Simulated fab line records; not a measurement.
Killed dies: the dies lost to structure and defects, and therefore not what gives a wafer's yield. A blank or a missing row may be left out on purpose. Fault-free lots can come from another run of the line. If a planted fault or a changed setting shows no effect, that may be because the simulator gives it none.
Split-lot study || flow n5_finfet || 39 wafers read from 7 lots, route of 1938 steps

## SPLIT DETAILS
At N5_MOL_CONTACT_COAG_CVD_140 (deposits W, target thk 66.5 nm, time 215 s), the setting target_thk_a was moved away from the recipe's 665 angstrom on 12 of the 39 wafers read, by -7.7% to +7.2%. This setting was run at the recipe's value on the other wafers.

## FROM THE SPLIT TO THE READING: what the file shows between them, 2 steps
- N5_MOL_CONTACT_COAG_PRECLEAN_127: cleans in DIW, time 57.5 s
- N5_MOL_CONTACT_COAG_SRD_128: dry time 32 s

## THE READING
W_of_MOL_CONTACT_COAG_CVD_140.thk_nm (the simulator's own value, which no gauge read), in nm, at N5_MOL_CONTACT_COAG_CMP_52 (polishes, stops on SiO2, t overpolish 1.5 s, target thk 66.5 nm). The file gives no usual value for it. Average 66.0 nm, standard deviation 0.53 nm, over the 27 wafers here run with the recipe.

{"wafer": "L074.4", "tool, chamber at the split": "cvd_w-02, 1", "target_thk_a as run, angstrom": 665, "against the recipe": "recipe", "W_of_MOL_CONTACT_COAG_CVD_140.thk_nm, nm": 66.4, "against lot-mates on the recipe": "-"}
{"wafer": "L074.5", "tool, chamber at the split": "cvd_w-02, 1", "target_thk_a as run, angstrom": 665, "against the recipe": "recipe", "W_of_MOL_CONTACT_COAG_CVD_140.thk_nm, nm": 66.4, "against lot-mates on the recipe": "-"}
{"wafer": "L074.1", "tool, chamber at the split": "cvd_w-02, 1", "target_thk_a as run, angstrom": 665, "against the recipe": "recipe", "W_of_MOL_CONTACT_COAG_CVD_140.thk_nm, nm": 67, "against lot-mates on the recipe": "-"}
{"wafer": "L074.3", "tool, chamber at the split": "cvd_w-02, 0", "target_thk_a as run, angstrom": 665, "against the recipe": "recipe", "W_of_MOL_CONTACT_COAG_CVD_140.thk_nm, nm": 66, "against lot-mates on the recipe": "-"}
{"wafer": "L074.2", "tool, chamber at the split": "cvd_w-02, 0", "target_thk_a as run, angstrom": 665, "against the recipe": "recipe", "W_of_MOL_CONTACT_COAG_CVD_140.thk_nm, nm": 66, "against lot-mates on the recipe": "-"}
{"wafer": "L074.6", "tool, chamber at the split": "cvd_w-02, 0", "target_thk_a as run, angstrom": 665, "against the recipe": "recipe", "W_of_MOL_CONTACT_COAG_CVD_140.thk_nm, nm": 66.6, "against lot-mates on the recipe": "-"}
{"wafer": "L079.3", "tool, chamber at the split": "cvd_w-02, 1", "target_thk_a as run, angstrom": 665, "against the recipe": "recipe", "W_of_MOL_CONTACT_COAG_CVD_140.thk_nm, nm": 65.8, "against lot-mates on the recipe": "-"}
{"wafer": "L079.4", "tool, chamber at the split": "cvd_w-02, 0", "target_thk_a as run, angstrom": 665, "against the recipe": "recipe", "W_of_MOL_CONTACT_COAG_CVD_140.thk_nm, nm": 65.6, "against lot-mates on the recipe": "-"}
{"wafer": "L079.5", "tool, chamber at the split": "cvd_w-02, 0", "target_thk_a as run, angstrom": 665, "against the recipe": "recipe", "W_of_MOL_CONTACT_COAG_CVD_140.thk_nm, nm": 65.6, "against lot-mates on the recipe": "-"}
{"wafer": "L079.2", "tool, chamber at the split": "cvd_w-02, 0", "target_thk_a as run, angstrom": 665, "against the recipe": "recipe", "W_of_MOL_CONTACT_COAG_CVD_140.thk_nm, nm": 64.8, "against lot-mates on the recipe": "-"}
{"wafer": "L079.1", "tool, chamber at the split": "cvd_w-02, 1", "target_thk_a as run, angstrom": 665, "against the recipe": "recipe", "W_of_MOL_CONTACT_COAG_CVD_140.thk_nm, nm": 66, "against lot-mates on the recipe": "-"}
{"wafer": "L079.6", "tool, chamber at the split": "cvd_w-02, 1", "target_thk_a as run, angstrom": 665, "against the recipe": "recipe", "W_of_MOL_CONTACT_COAG_CVD_140.thk_nm, nm": 65, "against lot-mates on the recipe": "-"}
{"wafer": "L081.2", "tool, chamber at the split": "cvd_w-02, 0", "target_thk_a as run, angstrom": 665, "against the recipe": "recipe", "W_of_MOL_CONTACT_COAG_CVD_140.thk_nm, nm": 65.8, "against lot-mates on the recipe": "-"}
{"wafer": "L081.5", "tool, chamber at the split": "cvd_w-02, 0", "target_thk_a as run, angstrom": 665, "against the recipe": "recipe", "W_of_MOL_CONTACT_COAG_CVD_140.thk_nm, nm": 65.8, "against lot-mates on the recipe": "-"}
{"wafer": "L081.4", "tool, chamber at the split": "cvd_w-02, 1", "target_thk_a as run, angstrom": 613.5, "against the recipe": "-7.7%", "W_of_MOL_CONTACT_COAG_CVD_140.thk_nm, nm": 61.2, "against lot-mates on the recipe": -4.7}
{"wafer": "L081.1", "tool, chamber at the split": "cvd_w-02, 1", "target_thk_a as run, angstrom": 613.5, "against the recipe": "-7.7%", "W_of_MOL_CONTACT_COAG_CVD_140.thk_nm, nm": 60.6, "against lot-mates on the recipe": -5.3}
{"wafer": "L081.3", "tool, chamber at the split": "cvd_w-02, 0", "target_thk_a as run, angstrom": 613.5, "against the recipe": "-7.7%", "W_of_MOL_CONTACT_COAG_CVD_140.thk_nm, nm": 60, "against lot-mates on the recipe": -5.9}
{"wafer": "L081.6", "tool, chamber at the split": "cvd_w-02, 1", "target_thk_a as run, angstrom": 665, "against the recipe": "recipe", "W_of_MOL_CONTACT_COAG_CVD_140.thk_nm, nm": 66, "against lot-mates on the recipe": "-"}
{"wafer": "L082.1", "tool, chamber at the split": "cvd_w-02, 0,1", "target_thk_a as run, angstrom": 665, "against the recipe": "recipe", "W_of_MOL_CONTACT_COAG_CVD_140.thk_nm, nm": 65.6, "against lot-mates on the recipe": "-"}
{"wafer": "L082.3", "tool, chamber at the split": "cvd_w-02, 0,1", "target_thk_a as run, angstrom": 665, "against the recipe": "recipe", "W_of_MOL_CONTACT_COAG_CVD_140.thk_nm, nm": 65.6, "against lot-mates on the recipe": "-"}
{"wafer": "L082.2", "tool, chamber at the split": "cvd_w-02, 1", "target_thk_a as run, angstrom": 712.7, "against the recipe": "+7.2%", "W_of_MOL_CONTACT_COAG_CVD_140.thk_nm, nm": 67.2, "against lot-mates on the recipe": "+1.5"}
{"wafer": "L082.4", "tool, chamber at the split": "cvd_w-02, 0", "target_thk_a as run, angstrom": 712.7, "against the recipe": "+7.2%", "W_of_MOL_CONTACT_COAG_CVD_140.thk_nm, nm": 67.2, "against lot-mates on the recipe": "+1.5"}
{"wafer": "L082.6", "tool, chamber at the split": "cvd_w-02, 0", "target_thk_a as run, angstrom": 712.7, "against the recipe": "+7.2%", "W_of_MOL_CONTACT_COAG_CVD_140.thk_nm, nm": 67.8, "against lot-mates on the recipe": "+2.1"}
{"wafer": "L082.5", "tool, chamber at the split": "cvd_w-02, 1", "target_thk_a as run, angstrom": 665, "against the recipe": "recipe", "W_of_MOL_CONTACT_COAG_CVD_140.thk_nm, nm": 65.8, "against lot-mates on the recipe": "-"}
{"wafer": "L087.3", "tool, chamber at the split": "cvd_w-02, 1", "target_thk_a as run, angstrom": 615.9, "against the recipe": "-7.4%", "W_of_MOL_CONTACT_COAG_CVD_140.thk_nm, nm": 60.2, "against lot-mates on the recipe": -5.4}
{"wafer": "L087.4", "tool, chamber at the split": "cvd_w-02, 0", "target_thk_a as run, angstrom": 665, "against the recipe": "recipe", "W_of_MOL_CONTACT_COAG_CVD_140.thk_nm, nm": 65.6, "against lot-mates on the recipe": "-"}
{"wafer": "L087.2", "tool, chamber at the split": "cvd_w-02, 1", "target_thk_a as run, angstrom": 665, "against the recipe": "recipe", "W_of_MOL_CONTACT_COAG_CVD_140.thk_nm, nm": 66.2, "against lot-mates on the recipe": "-"}
{"wafer": "L087.1", "tool, chamber at the split": "cvd_w-02, 0", "target_thk_a as run, angstrom": 615.9, "against the recipe": "-7.4%", "W_of_MOL_CONTACT_COAG_CVD_140.thk_nm, nm": 60.4, "against lot-mates on the recipe": -5.2}
{"wafer": "L087.6", "tool, chamber at the split": "cvd_w-02, 0", "target_thk_a as run, angstrom": 665, "against the recipe": "recipe", "W_of_MOL_CONTACT_COAG_CVD_140.thk_nm, nm": 65, "against lot-mates on the recipe": "-"}
{"wafer": "L087.5", "tool, chamber at the split": "cvd_w-02, 1", "target_thk_a as run, angstrom": 615.9, "against the recipe": "-7.4%", "W_of_MOL_CONTACT_COAG_CVD_140.thk_nm, nm": 60, "against lot-mates on the recipe": -5.6}
{"wafer": "L092.4", "tool, chamber at the split": "cvd_w-02, 1", "target_thk_a as run, angstrom": 665, "against the recipe": "recipe", "W_of_MOL_CONTACT_COAG_CVD_140.thk_nm, nm": 66, "against lot-mates on the recipe": "-"}
{"wafer": "L092.1", "tool, chamber at the split": "cvd_w-02, 1", "target_thk_a as run, angstrom": 665, "against the recipe": "recipe", "W_of_MOL_CONTACT_COAG_CVD_140.thk_nm, nm": 65.8, "against lot-mates on the recipe": "-"}
{"wafer": "L092.6", "tool, chamber at the split": "cvd_w-02, 0", "target_thk_a as run, angstrom": 665, "against the recipe": "recipe", "W_of_MOL_CONTACT_COAG_CVD_140.thk_nm, nm": 66.4, "against lot-mates on the recipe": "-"}
{"wafer": "L097.4", "tool, chamber at the split": "cvd_w-01, 0", "target_thk_a as run, angstrom": 665, "against the recipe": "recipe", "W_of_MOL_CONTACT_COAG_CVD_140.thk_nm, nm": 66.8, "against lot-mates on the recipe": "-"}
{"wafer": "L097.2", "tool, chamber at the split": "cvd_w-01, 0", "target_thk_a as run, angstrom": 665, "against the recipe": "recipe", "W_of_MOL_CONTACT_COAG_CVD_140.thk_nm, nm": 66.8, "against lot-mates on the recipe": "-"}
{"wafer": "L097.3", "tool, chamber at the split": "cvd_w-01, 1", "target_thk_a as run, angstrom": 624.7, "against the recipe": "-6.1%", "W_of_MOL_CONTACT_COAG_CVD_140.thk_nm, nm": 62.4, "against lot-mates on the recipe": -4.3}
{"wafer": "L097.1", "tool, chamber at the split": "cvd_w-01, 1", "target_thk_a as run, angstrom": 624.7, "against the recipe": "-6.1%", "W_of_MOL_CONTACT_COAG_CVD_140.thk_nm, nm": 62.6, "against lot-mates on the recipe": -4.1}
{"wafer": "L097.6", "tool, chamber at the split": "cvd_w-01, 1", "target_thk_a as run, angstrom": 665, "against the recipe": "recipe", "W_of_MOL_CONTACT_COAG_CVD_140.thk_nm, nm": 66.4, "against lot-mates on the recipe": "-"}
{"wafer": "L097.5", "tool, chamber at the split": "cvd_w-01, 0", "target_thk_a as run, angstrom": 624.7, "against the recipe": "-6.1%", "W_of_MOL_CONTACT_COAG_CVD_140.thk_nm, nm": 62.8, "against lot-mates on the recipe": -3.9}
If several chambers appear in one row, that row covers several wafers at once and the file leaves open which wafer was in which chamber.

THE FIT
A straight line over all 39 wafers: W_of_MOL_CONTACT_COAG_CVD_140.thk_nm changes by +0.537 nm for each +1% of target_thk_a; r = +0.91; the points scatter about the line by 0.95 nm.
The same after taking each lot's own level away (the mean of its wafers on the recipe; 39 wafers): +0.553 nm for each +1%; r = +0.94; scatter 0.78 nm.
That fit puts the effect of the largest move of target_thk_a on the reading at 4.3 nm.
Measured against the standard deviation above, the lots' own levels, which go from 65.47 to 66.67 nm, span 2.2 times it.
Consequently the slope shifts little with the lot-to-lot level, the two slopes agreeing.
Check: with one of the wafers moved furthest among these (-7.7%) left out of the fit, the line predicts -4.69 nm for it against its lot-mates. It came out at -4.67 nm against them.

## THE OTHER SPLITS THESE WAFERS WENT THROUGH
Before the reading, these wafers also passed through other splits. Each is held against what the fit with the lots' levels taken away leaves over:
{"other split on the same wafers": "N5_FIN_SAQP_SPACER2_ALD_28 target_thk_a", "wafers away from the commonest value": 12, "r with W_of_MOL_CONTACT_COAG_CVD_140.thk_nm (lot level and that fit taken away)": "+0.07"}
{"other split on the same wafers": "N5_DUMMY_GATE_ETCH_31 target_depth_a", "wafers away from the commonest value": 12, "r with W_of_MOL_CONTACT_COAG_CVD_140.thk_nm (lot level and that fit taken away)": "+0.30"}
{"other split on the same wafers": "N5_DUMMY_GATE_ETCH_42 bias_w", "wafers away from the commonest value": 15, "r with W_of_MOL_CONTACT_COAG_CVD_140.thk_nm (lot level and that fit taken away)": "+0.06"}
{"other split on the same wafers": "N5_SD_EPI_P_EPI_21 epi_growth_time_s", "wafers away from the commonest value": 18, "r with W_of_MOL_CONTACT_COAG_CVD_140.thk_nm (lot level and that fit taken away)": -0.04}

## THE WHOLE CHAIN: every reading that the file lists as answering this split, in the file's order
{"step": "N5_MOL_CONTACT_COAG_CVD_140", "what it does": "deposits W, target thk 66.5 nm, time 215 s", "reading": "W_of_MOL_CONTACT_COAG_CVD_140.thk_nm (the simulator's own value, which no gauge read)", "change (the file's fit)": "+0.666 nm for each +1% of the setting", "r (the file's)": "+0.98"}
{"step": "N5_MOL_CONTACT_COAG_CMP_52", "what it does": "polishes, stops on SiO2, t overpolish 1.5 s, target thk 66.5 nm", "reading": "W_of_MOL_CONTACT_COAG_CVD_140.thk_nm (the simulator's own value, which no gauge read)", "change (the file's fit)": "+0.581 nm for each +1% of the setting", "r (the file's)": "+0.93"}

## FILE'S OWN FIT
W_of_MOL_CONTACT_COAG_CVD_140.thk_nm changes by +0.581 nm for each +1% of target_thk_a, r = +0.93.
